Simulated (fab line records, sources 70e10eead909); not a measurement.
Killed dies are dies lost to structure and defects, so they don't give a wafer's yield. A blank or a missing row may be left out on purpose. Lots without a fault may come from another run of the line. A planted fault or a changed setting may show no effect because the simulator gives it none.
Problem report in the 8D (eight disciplines) form, filled by code | flow nand_harc | the parts of the form that need people (team, actions taken, sign-off) are left out

1. THE PROBLEM
thk_nm at NHARC_A_ONON_D1_THK_MEAS_30 reads a mean of 1413 nm on 2 wafers of 2 lots; wafers without a fault read 999 nm with a standard deviation of 7.7. That is +54 standard deviations from the usual mean.
The step: measures by ellipsometry.
First seen on wafer L217.4, day 12 12:54, on film_metro-01. The record holds 40 wafers of 14 lots with a number at this step. Rule for "out", or "out of limits": more than 4 standard deviations from the usual mean. The other wafers with a number count as sound.

2. WHAT IT IS AND WHAT IT IS NOT
question                    | is                | is not
which readings at this step | thk_nm            | -
which lots                  | L213, L217        | L200, L201, L202, L203, L204, L205, L206, L207, L219, L221, L222, L223
which wafers of those lots  | L213.5, L217.4    | L213.2, L213.3
read on which gauges        | film_metro-01     | film_metro-02
when                        | from day 12 12:54 | up to then (24 sound wafers); but 14 sound wafers of L213, L219, L221, L222, L223 came after

3. SUSPECTS, AND WHAT RULES EACH OUT
Counting: a tool at a process step up to the reading stays a suspect if it ran every lot that is out. Sound lots after the first of them don't rule it out here, since some wafers of a struck lot are sound.
- the gauge at NHARC_A_ONON_D1_THK_MEAS_30: kept. All the wafers that are out were read on film_metro-01, and no step on other tools shows them out.
- rie_si-06 at NHARC_A_ZERO_WELL_ETCH_13 (etches the open film in HBr/Cl2, target depth 120 nm, time 40.1 s): kept. It ran every lot that is out, first L213 (day 11 02:12); its last sound lot up to then is L207 (day 8 11:40).
- pecvd_onon-02 at NHARC_A_ONON_D1_DEP_28 (target thk 1000 nm): kept. It ran every lot that is out, first L217 (day 12 12:34); its last sound lot up to then is L206 (day 9 22:17).
- Within rie_si-06 at NHARC_A_ZERO_WELL_ETCH_13: the wafers that are out ran in chambers 1, 3; their sound lot-mates ran in chambers 0, 2.
Left after counting: rie_si-06 at NHARC_A_ZERO_WELL_ETCH_13, pecvd_onon-02 at NHARC_A_ONON_D1_DEP_28, film_metro-01 at NHARC_A_ONON_D1_THK_MEAS_30.

4. THE CAUSE (what the simulator had put in)
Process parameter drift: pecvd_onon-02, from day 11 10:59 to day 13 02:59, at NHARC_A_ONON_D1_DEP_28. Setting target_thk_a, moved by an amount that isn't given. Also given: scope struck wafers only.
Counting left 3 suspects, and this tool is among them.

5. THE CHAIN OF EFFECTS, in route order
Each row: a reading whose mean over the struck wafers that have a number lies more than 3 standard deviations from the usual. Only readings for which the record gives a usual standard deviation are gone through. hours: the time from each lot's start at the first step in this table that gives one to its start at this step, as a median over the lots. sigmas: the change in usual standard deviations.
hours | step                        | reading | usual  | on struck wafers | change | sigmas
0     | NHARC_A_ONON_D1_THK_MEAS_30 | thk_nm  | 999 nm | 1413             | +414   | +54
Later measuring or inspecting steps at which every struck wafer that the step has a row for has a number for every such reading, and none has moved that far: NHARC_END_SORT_01.

6. WHAT WOULD HAVE CAUGHT IT SOONER
In this record the first reading out of limits at a measuring or inspecting step was taken at day 12 12:54, 26 hours after the fault began at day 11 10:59.
All the lots that are out (2) had begun NHARC_A_ONON_D1_DEP_28 on pecvd_onon-02 by day 12 12:54. A hold on the tool at that time would have spared none of them.
